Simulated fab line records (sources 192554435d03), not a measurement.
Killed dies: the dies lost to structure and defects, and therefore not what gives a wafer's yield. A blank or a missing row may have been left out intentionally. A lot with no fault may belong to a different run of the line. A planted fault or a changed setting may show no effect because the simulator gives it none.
Chamber matching + flow n5_finfet + 4 sister chambers for N5_BEOL_M7_ETCH_72 on rie_diel-06
The step etches underlayer in N2/H2, target depth 6.5 nm, time 5.2 s. 16 wafers are shown with their chamber, then 8 later ones without.

## WAFERS WITH THEIR CHAMBER
| wafer  | chamber | drypump_motor_current_A (A) | showerhead_plenum_p_Torr (Torr) | throttle_valve_pct (%) |
|--------|---------|-----------------------------|---------------------------------|------------------------|
| L074.1 | 0       | 6.4                         | 2.58                            | 17.61                  |
| L074.2 | 3       | 5.6                         | 2.63                            | 17.98                  |
| L074.6 | 3       | 5.6                         | 2.63                            | 17.98                  |
| L075.2 | 0       | 6.4                         | 2.58                            | 17.68                  |
| L075.3 | 1       | 5.8                         | 2.45                            | 17.69                  |
| L075.5 | 0       | 6.4                         | 2.58                            | 17.66                  |
| L076.3 | 2       | 6.7                         | 2.41                            | 18.06                  |
| L076.4 | 3       | 5.6                         | 2.63                            | 18.02                  |
| L076.5 | 3       | 5.6                         | 2.63                            | 18.02                  |
| L085.1 | 1       | 5.8                         | 2.45                            | 17.74                  |
| L085.2 | 2       | 6.7                         | 2.40                            | 18.07                  |
| L085.6 | 3       | 5.6                         | 2.63                            | 18.04                  |
| L091.2 | 0       | 6.5                         | 2.57                            | 17.70                  |
| L091.4 | 0       | 6.5                         | 2.57                            | 17.72                  |
| L091.5 | 3       | 5.5                         | 2.62                            | 18.07                  |
| L092.1 | 1       | 5.8                         | 2.44                            | 17.74                  |

SIGNATURES, as means of the wafers listed above
| reading                  | chamber 0 | chamber 1 | chamber 2 | chamber 3 | scatter within a chamber |
|--------------------------|-----------|-----------|-----------|-----------|--------------------------|
| drypump_motor_current_A  | 6.440     | 5.800     | 6.700     | 5.583     | 0.0412                   |
| showerhead_plenum_p_Torr | 2.5760    | 2.4467    | 2.4050    | 2.6283    | 0.00516                  |
| throttle_valve_pct       | 17.6740   | 17.7233   | 18.0650   | 18.0183   | 0.0353                   |
Rule: a wafer's distance from a chamber is the root of the sum, over the readings, of the square of ((its reading less the chamber's mean) divided by the reading's scatter). The wafer belongs to the nearest chamber; if the next one is less than 2 further off, it can't be placed. The scatter is the square root of a quotient: the sum, over the shown wafers, of each reading's squared deviation from its chamber's mean, divided by wafers minus chambers.

## WAFERS MISSING THEIR CHAMBER
| wafer  | drypump_motor_current_A (A) | showerhead_plenum_p_Torr (Torr) | throttle_valve_pct (%) |
|--------|-----------------------------|---------------------------------|------------------------|
| L092.2 | 6.8                         | 2.71                            | 17.72                  |
| L092.3 | 6.5                         | 2.57                            | 17.69                  |
| L094.2 | 5.8                         | 2.44                            | 17.77                  |
| L094.3 | 6.7                         | 2.71                            | 17.75                  |
| L094.4 | 6.4                         | 2.56                            | 17.72                  |
| L096.2 | 5.6                         | 2.61                            | 18.10                  |
| L096.3 | 6.5                         | 2.56                            | 17.74                  |
| L096.5 | 5.8                         | 2.44                            | 17.78                  |

## WHICH CHAMBER EACH WENT THROUGH
| wafer  | from the rows above | in truth                   |
|--------|---------------------|----------------------------|
| L092.2 | 0                   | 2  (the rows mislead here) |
| L092.3 | 0                   | 0                          |
| L094.2 | 1                   | 1                          |
| L094.3 | 0                   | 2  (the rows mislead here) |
| L094.4 | 0                   | 0                          |
| L096.2 | 3                   | 3                          |
| L096.3 | 0                   | 0                          |
| L096.5 | 1                   | 1                          |
Placed correctly: 6 of 8. Number that these rows cannot place: 0. Placed wrongly: 2.
